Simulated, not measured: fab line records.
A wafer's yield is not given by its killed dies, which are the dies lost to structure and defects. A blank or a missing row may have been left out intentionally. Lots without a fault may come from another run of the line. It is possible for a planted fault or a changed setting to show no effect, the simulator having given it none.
Which tool did it? / flow nandHarc / 24 lots, 72 wafers sampled, at 6 steps of a route of 1302

## WHAT THE GAUGES READ, wafer by wafer
NHARC_A_CONTACT_INSPECT_10. Usual: 74 for rawDefectCount, sd 37.
lot=L074; measured=day 21 15:17; on=defectInspect-02; rawDefectCount=60 71 64; flag=
lot=L076; measured=day 23 03:16; on=defectInspect-01; rawDefectCount=100 101 99; flag=
lot=L075; measured=day 23 05:36; on=defectInspect-02; rawDefectCount=109 118 114; flag=
lot=L077; measured=day 23 09:44; on=defectInspect-01; rawDefectCount=26 18 18; flag=
lot=L078; measured=day 23 16:40; on=defectInspect-02; rawDefectCount=96 103 111; flag=
lot=L079; measured=day 24 09:39; on=defectInspect-02; rawDefectCount=65 64 67; flag=
lot=L080; measured=day 25 07:19; on=defectInspect-01; rawDefectCount=74 83 69; flag=
lot=L081; measured=day 25 22:50; on=defectInspect-01; rawDefectCount=137 153 137; flag=
lot=L082; measured=day 26 00:41; on=defectInspect-02; rawDefectCount=25 32 23; flag=
lot=L085; measured=day 27 01:50; on=defectInspect-02; rawDefectCount=79 67 67; flag=
lot=L084; measured=day 27 07:37; on=defectInspect-01; rawDefectCount=88 91 86; flag=
lot=L083; measured=day 27 11:01; on=defectInspect-01; rawDefectCount=12 19 14; flag=
lot=L087; measured=day 27 13:40; on=defectInspect-02; rawDefectCount=109 78 97; flag=
lot=L086; measured=day 27 20:30; on=defectInspect-01; rawDefectCount=141 111 116; flag=
lot=L088; measured=day 28 02:26; on=defectInspect-02; rawDefectCount=91 75 90; flag=
lot=L090; measured=day 28 03:19; on=defectInspect-01; rawDefectCount=100 119 110; flag=
lot=L089; measured=day 28 10:16; on=defectInspect-01; rawDefectCount=54 64 65; flag=
lot=L091; measured=day 29 08:49; on=defectInspect-02; rawDefectCount=31 27 29; flag=
lot=L092; measured=day 29 19:16; on=defectInspect-02; rawDefectCount=39 29 25; flag=
lot=L093; measured=day 30 11:02; on=defectInspect-01; rawDefectCount=86 80 76; flag=
lot=L094; measured=day 30 12:26; on=defectInspect-02; rawDefectCount=121 119 118; flag=
lot=L096; measured=day 30 19:43; on=defectInspect-01; rawDefectCount=137 112 124; flag=
lot=L095; measured=day 30 23:30; on=defectInspect-01; rawDefectCount=18 10 15; flag=
lot=L097; measured=day 32 14:50; on=defectInspect-01; rawDefectCount=50 53 51; flag=

NHARC_A_M0_CD_MEAS_09 targets a cd of 80 nm. Usual: 80.2 nm for cdNm, sd 0.74.
lot=L074; measured=day 22 02:15; on=cdSem-01; cdNm (nm)=80.3 80.5 80.5; flag=
lot=L076; measured=day 23 14:03; on=cdSem-02; cdNm (nm)=80.1 79.9 80.3; flag=
lot=L075; measured=day 23 15:59; on=cdSem-01; cdNm (nm)=78.1 79.3 79.7; flag=
lot=L077; measured=day 23 20:26; on=cdSem-03; cdNm (nm)=80.1 81.0 79.8; flag=
lot=L078; measured=day 24 03:30; on=cdSem-01; cdNm (nm)=79.5 79.9 79.6; flag=
lot=L079; measured=day 24 19:53; on=cdSem-01; cdNm (nm)=79.0 79.9 80.4; flag=
lot=L080; measured=day 25 17:44; on=cdSem-02; cdNm (nm)=80.3 81.0 79.7; flag=
lot=L081; measured=day 26 08:55; on=cdSem-02; cdNm (nm)=80.6 80.0 81.2; flag=
lot=L082; measured=day 26 10:55; on=cdSem-01; cdNm (nm)=79.9 80.3 79.3; flag=
lot=L085; measured=day 27 12:03; on=cdSem-02; cdNm (nm)=78.8 79.0 79.5; flag=
lot=L084; measured=day 27 17:37; on=cdSem-03; cdNm (nm)=80.2 79.6 79.4; flag=
lot=L083; measured=day 27 22:03; on=cdSem-02; cdNm (nm)=80.1 79.3 80.5; flag=
lot=L087; measured=day 28 00:37; on=cdSem-02; cdNm (nm)=80.9 79.7 80.0; flag=
lot=L086; measured=day 28 06:44; on=cdSem-02; cdNm (nm)=79.2 80.0 79.8; flag=
lot=L088; measured=day 28 12:53; on=cdSem-03; cdNm (nm)=80.3 80.8 80.4; flag=
lot=L090; measured=day 28 13:55; on=cdSem-01; cdNm (nm)=79.6 79.4 79.5; flag=
lot=L089; measured=day 28 20:35; on=cdSem-03; cdNm (nm)=79.9 81.2 80.5; flag=
lot=L091; measured=day 29 21:53; on=cdSem-02; cdNm (nm)=80.6 80.5 81.6; flag=
lot=L092; measured=day 30 06:32; on=cdSem-03; cdNm (nm)=80.3 79.4 80.0; flag=
lot=L093; measured=day 30 21:16; on=cdSem-02; cdNm (nm)=80.6 80.9 81.6; flag=
lot=L094; measured=day 30 23:13; on=cdSem-02; cdNm (nm)=80.4 80.3 80.7; flag=
lot=L096; measured=day 31 05:51; on=cdSem-01; cdNm (nm)=81.0 80.9 80.6; flag=
lot=L095; measured=day 31 09:47; on=cdSem-02; cdNm (nm)=79.7 78.6 79.5; flag=
lot=L097; measured=day 33 02:38; on=cdSem-02; cdNm (nm)=80.2 80.3 81.7; flag=

## WHAT TOOL EACH LOT RAN ON (gives the tool, then ch and the chambers of the sampled wafers, and finally the start)
lot=L074; NHARC_A_CONTACT_ETCH_131=harCapEtch-03 ch 0,1, day 21 08:44; NHARC_A_CONTACT_ETCH_133=harCapEtch-03 ch 0,1, day 21 09:06; NHARC_A_CONTACT_ETCH_139=harCapEtch-02 ch 0,1, day 21 17:47; NHARC_A_BLC_STRIP_29=rieDiel-12 ch 0,1,3, day 21 22:52
lot=L076; NHARC_A_CONTACT_ETCH_131=harCapEtch-03 ch 0,1, day 22 21:14; NHARC_A_CONTACT_ETCH_133=harCapEtch-03 ch 0,1, day 22 21:36; NHARC_A_CONTACT_ETCH_139=harCapEtch-02 ch 0,1, day 23 06:10; NHARC_A_BLC_STRIP_29=rieDiel-09 ch 0,1,3, day 23 11:16
lot=L075; NHARC_A_CONTACT_ETCH_131=harCapEtch-02 ch 0,1, day 22 22:43; NHARC_A_CONTACT_ETCH_133=harCapEtch-02 ch 0,1, day 22 23:17; NHARC_A_CONTACT_ETCH_139=harCapEtch-01 ch 0,1, day 23 08:14; NHARC_A_BLC_STRIP_29=rieDiel-08 ch 1,3, day 23 13:05
lot=L077; NHARC_A_CONTACT_ETCH_131=harCapEtch-03 ch 0,1, day 23 04:50; NHARC_A_CONTACT_ETCH_133=harCapEtch-03 ch 0,1, day 23 05:14; NHARC_A_CONTACT_ETCH_139=harCapEtch-02 ch 0,1, day 23 12:41; NHARC_A_BLC_STRIP_29=rieDiel-12 ch 0,1,3, day 23 17:38
lot=L078; NHARC_A_CONTACT_ETCH_131=harCapEtch-03 ch 0,1, day 23 11:43; NHARC_A_CONTACT_ETCH_133=harCapEtch-03 ch 0,1, day 23 12:07; NHARC_A_CONTACT_ETCH_139=harCapEtch-03 ch 0,1, day 23 19:20; NHARC_A_BLC_STRIP_29=rieDiel-12 ch 0,1, day 24 00:47
lot=L079; NHARC_A_CONTACT_ETCH_131=harCapEtch-02 ch 0,1, day 24 03:26; NHARC_A_CONTACT_ETCH_133=harCapEtch-02 ch 0,1, day 24 03:52; NHARC_A_CONTACT_ETCH_139=harCapEtch-03 ch 0,1, day 24 12:13; NHARC_A_BLC_STRIP_29=rieDiel-12 ch 0,1, day 24 17:05
lot=L080; NHARC_A_CONTACT_ETCH_131=harCapEtch-02 ch 0,1, day 24 23:27; NHARC_A_CONTACT_ETCH_133=harCapEtch-02 ch 0,1, day 24 23:48; NHARC_A_CONTACT_ETCH_139=harCapEtch-02 ch 0,1, day 25 09:48; NHARC_A_BLC_STRIP_29=rieDiel-12 ch 0,1,2, day 25 14:56
lot=L081; NHARC_A_CONTACT_ETCH_131=harCapEtch-01 ch 0, day 25 18:05; NHARC_A_CONTACT_ETCH_133=harCapEtch-01 ch 0, day 25 18:28; NHARC_A_CONTACT_ETCH_139=harCapEtch-02 ch 0,1, day 26 01:19; NHARC_A_BLC_STRIP_29=rieDiel-08 ch 1,2, day 26 06:14
lot=L082; NHARC_A_CONTACT_ETCH_131=harCapEtch-03 ch 0,1, day 25 19:36; NHARC_A_CONTACT_ETCH_133=harCapEtch-03 ch 0,1, day 25 20:04; NHARC_A_CONTACT_ETCH_139=harCapEtch-01 ch 0,1, day 26 03:17; NHARC_A_BLC_STRIP_29=rieDiel-12 ch 0,3, day 26 08:06
lot=L085; NHARC_A_CONTACT_ETCH_131=harCapEtch-02 ch 0,1, day 26 18:26; NHARC_A_CONTACT_ETCH_133=harCapEtch-02 ch 0,1, day 26 18:47; NHARC_A_CONTACT_ETCH_139=harCapEtch-01 ch 0,1, day 27 04:18; NHARC_A_BLC_STRIP_29=rieDiel-12 ch 0,2,3, day 27 09:15
lot=L084; NHARC_A_CONTACT_ETCH_131=harCapEtch-03 ch 0,1, day 26 20:02; NHARC_A_CONTACT_ETCH_133=harCapEtch-03 ch 0,1, day 26 20:26; NHARC_A_CONTACT_ETCH_139=harCapEtch-01 ch 0,1, day 27 10:08; NHARC_A_BLC_STRIP_29=rieDiel-08 ch 1,2,3, day 27 14:55
lot=L083; NHARC_A_CONTACT_ETCH_131=harCapEtch-02 ch 0,1, day 26 22:41; NHARC_A_CONTACT_ETCH_133=harCapEtch-02 ch 0,1, day 26 23:02; NHARC_A_CONTACT_ETCH_139=harCapEtch-03 ch 0,1, day 27 13:32; NHARC_A_BLC_STRIP_29=rieDiel-08 ch 0,3, day 27 19:15
lot=L087; NHARC_A_CONTACT_ETCH_131=harCapEtch-03 ch 0,1, day 26 23:11; NHARC_A_CONTACT_ETCH_133=harCapEtch-03 ch 0,1, day 26 23:35; NHARC_A_CONTACT_ETCH_139=harCapEtch-02 ch 0,1, day 27 16:19; NHARC_A_BLC_STRIP_29=rieDiel-12 ch 2,3, day 27 21:46
lot=L086; NHARC_A_CONTACT_ETCH_131=harCapEtch-01 ch 0,1, day 27 12:07; NHARC_A_CONTACT_ETCH_133=harCapEtch-01 ch 0,1, day 27 12:28; NHARC_A_CONTACT_ETCH_139=harCapEtch-01 ch 0,1, day 27 22:58; NHARC_A_BLC_STRIP_29=rieDiel-08 ch 0,2,3, day 28 04:02
lot=L088; NHARC_A_CONTACT_ETCH_131=harCapEtch-03 ch 0,1, day 27 21:41; NHARC_A_CONTACT_ETCH_133=harCapEtch-03 ch 0,1, day 27 22:05; NHARC_A_CONTACT_ETCH_139=harCapEtch-01 ch 0,1, day 28 05:01; NHARC_A_BLC_STRIP_29=rieDiel-12 ch 1,2,3, day 28 10:02
lot=L090; NHARC_A_CONTACT_ETCH_131=harCapEtch-02 ch 0, day 27 22:24; NHARC_A_CONTACT_ETCH_133=harCapEtch-02 ch 0, day 27 22:45; NHARC_A_CONTACT_ETCH_139=harCapEtch-02 ch 0, day 28 05:56; NHARC_A_BLC_STRIP_29=rieDiel-08 ch 1,2, day 28 11:11
lot=L089; NHARC_A_CONTACT_ETCH_131=harCapEtch-03 ch 0,1, day 28 04:36; NHARC_A_CONTACT_ETCH_133=harCapEtch-03 ch 0,1, day 28 05:02; NHARC_A_CONTACT_ETCH_139=harCapEtch-01 ch 0,1, day 28 12:51; NHARC_A_BLC_STRIP_29=rieDiel-12 ch 1,3, day 28 17:44
lot=L091; NHARC_A_CONTACT_ETCH_131=harCapEtch-02 ch 0, day 29 03:56; NHARC_A_CONTACT_ETCH_133=harCapEtch-02 ch 0, day 29 04:20; NHARC_A_CONTACT_ETCH_139=harCapEtch-03 ch 0,1, day 29 11:20; NHARC_A_BLC_STRIP_29=rieDiel-12 ch 0,3, day 29 19:02
lot=L092; NHARC_A_CONTACT_ETCH_131=harCapEtch-02 ch 0,1, day 29 14:10; NHARC_A_CONTACT_ETCH_133=harCapEtch-02 ch 0,1, day 29 14:31; NHARC_A_CONTACT_ETCH_139=harCapEtch-02 ch 0,1, day 29 21:43; NHARC_A_BLC_STRIP_29=rieDiel-12 ch 0,1,3, day 30 03:07
lot=L093; NHARC_A_CONTACT_ETCH_131=harCapEtch-02 ch 0,1, day 30 05:41; NHARC_A_CONTACT_ETCH_133=harCapEtch-02 ch 0,1, day 30 06:02; NHARC_A_CONTACT_ETCH_139=harCapEtch-03 ch 0,1, day 30 13:31; NHARC_A_BLC_STRIP_29=rieDiel-12 ch 1,2,3, day 30 18:29
lot=L094; NHARC_A_CONTACT_ETCH_131=harCapEtch-01 ch 0,1, day 30 07:28; NHARC_A_CONTACT_ETCH_133=harCapEtch-01 ch 0,1, day 30 07:49; NHARC_A_CONTACT_ETCH_139=harCapEtch-01 ch 0,1, day 30 15:29; NHARC_A_BLC_STRIP_29=rieDiel-12 ch 0,1,3, day 30 20:25
lot=L096; NHARC_A_CONTACT_ETCH_131=harCapEtch-02 ch 0,1, day 30 14:53; NHARC_A_CONTACT_ETCH_133=harCapEtch-02 ch 0,1, day 30 15:19; NHARC_A_CONTACT_ETCH_139=harCapEtch-02 ch 0,1, day 30 22:16; NHARC_A_BLC_STRIP_29=rieDiel-12 ch 0,3, day 31 03:02
lot=L095; NHARC_A_CONTACT_ETCH_131=harCapEtch-03 ch 0,1, day 30 18:43; NHARC_A_CONTACT_ETCH_133=harCapEtch-03 ch 0,1, day 30 19:04; NHARC_A_CONTACT_ETCH_139=harCapEtch-01 ch 0,1, day 31 01:59; NHARC_A_BLC_STRIP_29=rieDiel-12 ch 0,1,3, day 31 06:58
lot=L097; NHARC_A_CONTACT_ETCH_131=harCapEtch-03 ch 0,1, day 32 09:10; NHARC_A_CONTACT_ETCH_133=harCapEtch-03 ch 0,1, day 32 09:34; NHARC_A_CONTACT_ETCH_139=harCapEtch-01 ch 0,1, day 32 17:59; NHARC_A_BLC_STRIP_29=rieDiel-12 ch 1,2,3, day 32 23:50
- NHARC_A_CONTACT_ETCH_131: etches the open film in C4F8/O2/Ar, time 197 s, target depth 1918 nm.
- NHARC_A_CONTACT_ETCH_133: etches the open film in C4F8/O2/Ar, time 374 s, target depth 1610 nm.
- NHARC_A_CONTACT_ETCH_139: etches the open film in C4F8/O2/Ar, time 195 s, target depth 840 nm.
- NHARC_A_BLC_STRIP_29: strips in CF4.

## WHAT THE TOOLS THEMSELVES READ (means of the sampled wafers that have a number; where no wafer has one, the mark that the record gives instead)
NHARC_A_BLC_STRIP_29. Usual: drypumpMotorCurrentA 5.7 A, standard deviation 0.49; mfcArSccm 0.003 sccm, standard deviation 0.0062; oesProductAu 1.001 a.u., standard deviation 0.0095; rfVppV 59.3 V, standard deviation 0.89; showerheadPlenumPTorr 1.74 Torr, standard deviation 0.053; throttleValvePct 13.283 %, standard deviation 0.0097.
lot=L074; tool=rieDiel-12; drypumpMotorCurrentA (A)=6.0; mfcArSccm (sccm)=0.000; oesProductAu (a.u.)=1.009; rfVppV (V)=57.7; showerheadPlenumPTorr (Torr)=1.74; throttleValvePct (%)=13.286; flag=
lot=L076; tool=rieDiel-09; drypumpMotorCurrentA (A)=5.3; mfcArSccm (sccm)=0.006; oesProductAu (a.u.)=1.001; rfVppV (V)=60.1; showerheadPlenumPTorr (Torr)=1.87; throttleValvePct (%)=13.282; flag=
lot=L075; tool=rieDiel-08; drypumpMotorCurrentA (A)=5.6; mfcArSccm (sccm)=0.007; oesProductAu (a.u.)=1.004; rfVppV (V)=58.7; showerheadPlenumPTorr (Torr)=1.77; throttleValvePct (%)=13.280; flag=
lot=L077; tool=rieDiel-12; drypumpMotorCurrentA (A)=6.0; mfcArSccm (sccm)=0.000; oesProductAu (a.u.)=1.002; rfVppV (V)=59.0; showerheadPlenumPTorr (Torr)=1.74; throttleValvePct (%)=13.282; flag=
lot=L078; tool=rieDiel-12; drypumpMotorCurrentA (A)=6.1; mfcArSccm (sccm)=0.000; oesProductAu (a.u.)=1.007; rfVppV (V)=59.1; showerheadPlenumPTorr (Torr)=1.74; throttleValvePct (%)=13.281; flag=
lot=L079; tool=rieDiel-12; drypumpMotorCurrentA (A)=6.1; mfcArSccm (sccm)=0.000; oesProductAu (a.u.)=1.013; rfVppV (V)=58.9; showerheadPlenumPTorr (Torr)=1.74; throttleValvePct (%)=13.284; flag=
lot=L080; tool=rieDiel-12; drypumpMotorCurrentA (A)=5.9; mfcArSccm (sccm)=0.000; oesProductAu (a.u.)=1.003; rfVppV (V)=58.5; showerheadPlenumPTorr (Torr)=1.75; throttleValvePct (%)=13.283; flag=
lot=L081; tool=rieDiel-08; drypumpMotorCurrentA (A)=5.3; mfcArSccm (sccm)=0.017; oesProductAu (a.u.)=1.011; rfVppV (V)=58.1; showerheadPlenumPTorr (Torr)=1.66; throttleValvePct (%)=13.282; flag=
lot=L082; tool=rieDiel-12; drypumpMotorCurrentA (A)=6.2; mfcArSccm (sccm)=0.000; oesProductAu (a.u.)=1.003; rfVppV (V)=59.8; showerheadPlenumPTorr (Torr)=1.77; throttleValvePct (%)=13.287; flag=
lot=L085; tool=rieDiel-12; drypumpMotorCurrentA (A)=5.8; mfcArSccm (sccm)=0.000; oesProductAu (a.u.)=1.001; rfVppV (V)=59.5; showerheadPlenumPTorr (Torr)=1.75; throttleValvePct (%)=13.289; flag=
lot=L084; tool=rieDiel-08; drypumpMotorCurrentA (A)=5.5; mfcArSccm (sccm)=0.012; oesProductAu (a.u.)=1.006; rfVppV (V)=60.3; showerheadPlenumPTorr (Torr)=1.71; throttleValvePct (%)=13.282; flag=
lot=L083; tool=rieDiel-08; drypumpMotorCurrentA (A)=5.4; mfcArSccm (sccm)=0.005; oesProductAu (a.u.)=0.998; rfVppV (V)=58.7; showerheadPlenumPTorr (Torr)=1.82; throttleValvePct (%)=13.285; flag=
lot=L087; tool=rieDiel-12; drypumpMotorCurrentA (A)=5.4; mfcArSccm (sccm)=0.000; oesProductAu (a.u.)=0.997; rfVppV (V)=58.9; showerheadPlenumPTorr (Torr)=1.74; throttleValvePct (%)=13.286; flag=
lot=L086; tool=rieDiel-08; drypumpMotorCurrentA (A)=5.6; mfcArSccm (sccm)=0.007; oesProductAu (a.u.)=1.002; rfVppV (V)=59.7; showerheadPlenumPTorr (Torr)=1.76; throttleValvePct (%)=13.282; flag=
lot=L088; tool=rieDiel-12; drypumpMotorCurrentA (A)=5.6; mfcArSccm (sccm)=0.000; oesProductAu (a.u.)=1.000; rfVppV (V)=59.0; showerheadPlenumPTorr (Torr)=1.73; throttleValvePct (%)=13.281; flag=
lot=L090; tool=rieDiel-08; drypumpMotorCurrentA (A)=5.3; mfcArSccm (sccm)=0.017; oesProductAu (a.u.)=1.015; rfVppV (V)=58.8; showerheadPlenumPTorr (Torr)=1.66; throttleValvePct (%)=13.278; flag=
lot=L089; tool=rieDiel-12; drypumpMotorCurrentA (A)=5.7; mfcArSccm (sccm)=0.000; oesProductAu (a.u.)=0.998; rfVppV (V)=58.8; showerheadPlenumPTorr (Torr)=1.71; throttleValvePct (%)=13.298; flag=
lot=L091; tool=rieDiel-12; drypumpMotorCurrentA (A)=5.9; mfcArSccm (sccm)=0.000; oesProductAu (a.u.)=0.998; rfVppV (V)=59.4; showerheadPlenumPTorr (Torr)=1.74; throttleValvePct (%)=13.286; flag=
lot=L092; tool=rieDiel-12; drypumpMotorCurrentA (A)=6.0; mfcArSccm (sccm)=0.000; oesProductAu (a.u.)=1.006; rfVppV (V)=59.7; showerheadPlenumPTorr (Torr)=1.74; throttleValvePct (%)=13.282; flag=
lot=L093; tool=rieDiel-12; drypumpMotorCurrentA (A)=5.6; mfcArSccm (sccm)=0.000; oesProductAu (a.u.)=0.994; rfVppV (V)=58.5; showerheadPlenumPTorr (Torr)=1.73; throttleValvePct (%)=13.278; flag=
lot=L094; tool=rieDiel-12; drypumpMotorCurrentA (A)=5.9; mfcArSccm (sccm)=0.000; oesProductAu (a.u.)=0.998; rfVppV (V)=59.0; showerheadPlenumPTorr (Torr)=1.74; throttleValvePct (%)=13.294; flag=
lot=L096; tool=rieDiel-12; drypumpMotorCurrentA (A)=6.2; mfcArSccm (sccm)=0.000; oesProductAu (a.u.)=1.003; rfVppV (V)=59.5; showerheadPlenumPTorr (Torr)=1.77; throttleValvePct (%)=13.285; flag=
lot=L095; tool=rieDiel-12; drypumpMotorCurrentA (A)=6.0; mfcArSccm (sccm)=0.000; oesProductAu (a.u.)=1.000; rfVppV (V)=59.2; showerheadPlenumPTorr (Torr)=1.74; throttleValvePct (%)=13.290; flag=
lot=L097; tool=rieDiel-12; drypumpMotorCurrentA (A)=5.5; mfcArSccm (sccm)=0.000; oesProductAu (a.u.)=0.994; rfVppV (V)=60.0; showerheadPlenumPTorr (Torr)=1.73; throttleValvePct (%)=13.285; flag=

## THE ANSWER, worked out from the rows above alone
Rule: a lot is off if the mean of its wafers that have a number lies more than 3 standard deviations from the usual mean. Also off: a lot with no number at a reading for which 4 or more lots have one. Any other lot the step has rows for is counted as sound. After the gauges, taken in route order, come the tools' own readings; for these a lot's mean is taken, as printed above. At the first step where some lot is off, the reading lying furthest off is the one used; lots without a number count as furthest.
No lot is off on any of the readings shown, so nothing can be concluded from this.

## WHAT THE SIMULATOR HAD INSERTED
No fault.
